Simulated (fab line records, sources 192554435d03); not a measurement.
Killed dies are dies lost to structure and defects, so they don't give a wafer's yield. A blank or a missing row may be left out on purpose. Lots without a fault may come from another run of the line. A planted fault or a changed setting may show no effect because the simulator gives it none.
A struck lot beside a sound one | flow n5_finfet | 16 steps out of a route of 1938
Sound: wafers L777.1, L777.3, L777.6. Struck: wafers L782.1, L782.3, L782.6. The cause comes at the end.
At each step with rows: each side's tool, then ch and its chambers, then its first start. Under that, the readings that differ: sound wafers | struck wafers | difference of the means | sigmas: that difference in standard deviations of wafers without a fault.
alike: readings whose means differ by less than 2 such deviations, and words and numbers that are the same on both sides. not compared: withheld readings, readings that some wafer has no value for, bounds like >300 that may hide the same value, and numbers for which the record gives no deviation and whose values overlap.
The two part at a step that has a row with sigmas, a row that says differs or no value, or rows on one side only. Numbers that don't overlap but have no deviation are shown without sigmas and don't part them. A reading that every wafer of one side lacks parts them only if that side has two wafers or more.

first, 1 step without rows for these wafers: N5_BEOL_M1_DEVELOP_27 (develop time 30 s).
N5_BEOL_M1_CD_MEAS_28: target cd y 23.3 nm.
  sound on cd_sem-01 ch 0, day 9 21:22; struck on cd_sem-02 ch 0, day 10 13:57
  alike: cd_nm
N5_BEOL_M1_OVL_MEAS_29:
  sound on overlay-01 ch 0, day 9 21:24; struck on overlay-01 ch 0, day 10 13:59
  alike: V0_OVL
N5_BEOL_M1_INSPECT_30: inspects for defects (brightfield).
  sound on defect_inspect-02, day 9 21:28; struck on defect_inspect-02, day 10 14:02
  alike: raw_defect_count
N5_BEOL_M1_DESCUM_33: chemistry O2, time 7 s.
  sound on rie_diel-02 ch 1,2,3, day 9 21:29; struck on rie_diel-04 ch 0,1, day 10 14:05
  reading                         | sound          | struck         | difference | sigmas
  showerhead_plenum_p_Torr (Torr) | 2.16 2.03 2.14 | 1.92 2.02 1.92 | -0.16      | -2
  alike: bias_power_w, drypump_motor_current_A, oes_product_au, rf_vpp_V, throttle_valve_pct
  not compared: rf_hours_counter_h
N5_BEOL_M1_ETCH_77: etches underlayer in N2/H2, target depth 6.5 nm, time 5.2 s.
  sound on rie_diel-02 ch 1,2,3, day 9 21:32; struck on rie_diel-04 ch 0,1, day 10 14:07
  reading                         | sound             | struck            | difference | sigmas
  rf_vpp_V (V)                    | 524.6 524.3 527.1 | 516.1 522.6 518.1 | -6.4       | -2
  showerhead_plenum_p_Torr (Torr) | 2.64 2.46 2.59    | 2.36 2.46 2.36    | -0.17      | -2
  alike: drypump_motor_current_A, etch_rf_on_time_s, oes_product_au, throttle_valve_pct
  not compared: rf_hours_counter_h
N5_BEOL_M1_ETCH_69: etches SiARC in CF4, target depth 15.6 nm, time 26 s.
  sound on rie_diel-02 ch 1,2,3, day 9 21:32; struck on rie_diel-04 ch 0,1, day 10 14:08
  reading                         | sound             | struck            | difference | sigmas
  rf_vpp_V (V)                    | 185.3 184.1 185.6 | 181.4 183.1 181.9 | -2.9       | -3
  showerhead_plenum_p_Torr (Torr) | 2.20 2.10 2.20    | 1.97 2.07 1.97    | -0.16      | -2
  alike: drypump_motor_current_A, etch_rf_on_time_s, oes_product_au, throttle_valve_pct
  not compared: rf_hours_counter_h
then, 1 step without rows for these wafers: N5_BEOL_M1_ALD_98 (deposits SiO2, target thk 2.5 nm, pulse time 1 s, co reactant pulse time 1 s).
N5_BEOL_M1_ETCHBACK_99: etches SiO2 in CHF3, target depth 5 nm, time 10.4 s.
  sound on rie_diel-02 ch 1,3, day 9 22:54; struck on rie_diel-02 ch 0,2,3, day 10 14:42
  alike: drypump_motor_current_A, oes_f_703_au, oes_product_au, rf_vpp_V, showerhead_plenum_p_Torr, throttle_valve_pct
  not compared: rf_hours_counter_h
N5_BEOL_M1_ETCH_70: etches SOC in N2/H2, target depth 80 nm, overetch 16 nm, time 120 s.
  sound on rie_diel-02 ch 1,3, day 9 22:56; struck on rie_diel-02 ch 0,2,3, day 10 14:44
  alike: drypump_motor_current_A, oes_product_au, rf_vpp_V, run_length_s, showerhead_plenum_p_Torr, throttle_valve_pct
  not compared: rf_hours_counter_h
then, 2 steps without rows for these wafers: N5_BEOL_M1_STRIP_71 (strips in N2/H2); N5_BEOL_M1_STRIP_78 (strips in N2/H2).
N5_BEOL_M1_VIA_ETCH_34: etches the open film in C4F6/O2, target depth 67.8 nm, time 64.4 s.
  sound on rie_diel-02 ch 1,3, day 9 23:02; struck on rie_diel-02 ch 0,2,3, day 10 14:50
  reading                                  | sound             | struck            | difference | sigmas
  run_length_s (s)                         | 88.3 87.5 88.3    | 102.0 102.5 101.5 | +14.0      | +30
  model.etch.depth_nm (nm)                 | 69.29 65.77 65.54 | 78.61 83.74 84.7  | +15.48     |
  model.SOC_of_BEOL_M1_COAT_67.thk_nm (nm) | 52 52.2 52.2      | 50.6 50.2 50      | -1.9       |
  alike: drypump_motor_current_A, oes_f_703_au, oes_product_au, rf_vpp_V, showerhead_plenum_p_Torr, throttle_valve_pct
  not compared: rf_hours_counter_h
then, 1 step without rows for these wafers: N5_BEOL_M1_STRIP_83 (strips in C4F6/O2).
N5_BEOL_M4_RC_MEAS_101:
  sound on prober-01 ch 0, day 11 19:15; struck on prober-02 ch 0, day 12 10:08
  alike: DIBL_N, DIBL_P, IOFF_N, IOFF_P, ION_N, ION_P, SS_N, SS_P, VT_N, VT_P
N5_PASSIVATION_PROBE_49:
  the record has rows for the sound wafers here (prober-01, day 16 13:55) and none for the struck ones

WHERE THEY PART
First at N5_BEOL_M1_DESCUM_33; last, within this record, at N5_PASSIVATION_PROBE_49.

WHY: what the simulator had put in
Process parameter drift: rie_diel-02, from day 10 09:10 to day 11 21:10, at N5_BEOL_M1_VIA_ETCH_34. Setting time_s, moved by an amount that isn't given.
